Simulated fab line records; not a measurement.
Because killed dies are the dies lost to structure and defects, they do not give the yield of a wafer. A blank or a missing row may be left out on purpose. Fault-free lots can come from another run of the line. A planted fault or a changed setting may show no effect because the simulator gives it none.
Matching of chambers | flow nand harc | rie diel-06 running NHARC_A_CONTACT_ETCH_91: 4 sister chambers
The step etches the open film in CH3F/O2, target depth 40 nm, time 85.7 s. 7 wafers are shown with their chamber, then 6 later ones without.

== EACH WAFER AND ITS CHAMBER ==
wafer  | chamber | run length s (s) | oes product au (a.u.)
L463.3 | 0       | 106.4            | 0.914
L465.2 | 2       | 106.9            | 0.941
L470.1 | 0       | 106.3            | 0.912
L470.2 | 3       | 106.4            | 0.915
L470.4 | 1       | 107.2            | 0.913
L471.2 | 3       | 106.3            | 0.914
L471.4 | 1       | 107.4            | 0.916

== WAFERS WHOSE CHAMBER IS MISSING ==
wafer  | run length s (s) | oes product au (a.u.)
L471.5 | 107.0            | 0.933
L477.2 | 106.3            | 0.928
L477.4 | 106.6            | 0.929
L477.5 | 106.4            | 0.924
L472.2 | 107.0            | 0.949
L472.6 | 106.4            | 0.927

== CHAMBER TAKEN BY EACH ==
wafer  | from the rows above          | in truth
L471.5 | 2                            | 2
L477.2 | can't be placed: 3 or 0 or 2 | 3
L477.4 | can't be placed: 2 or 3      | 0
L477.5 | can't be placed: 3 or 0      | 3
L472.2 | 2                            | 2
L472.6 | can't be placed: 3 or 0      | 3
2 of 6 placed correctly. Cannot be placed on the basis of these rows: 4; the candidates contain the true chamber in 3. Number placed wrongly: 0.
How it was worked out, from the rows above alone: a wafer's distance from a chamber is the root of the sum, over the readings, of the square of ((its reading less the chamber's mean) divided by the reading's scatter). The wafer belongs to the nearest chamber; if the next one is less than 2 further off, it can't be placed. For every chamber, the mean is computed from those of its wafers that are shown. How the scatter is found: for the shown wafers, subtract from each reading the mean of its chamber, square and add these, divide the total by (wafers less chambers), then take the root.
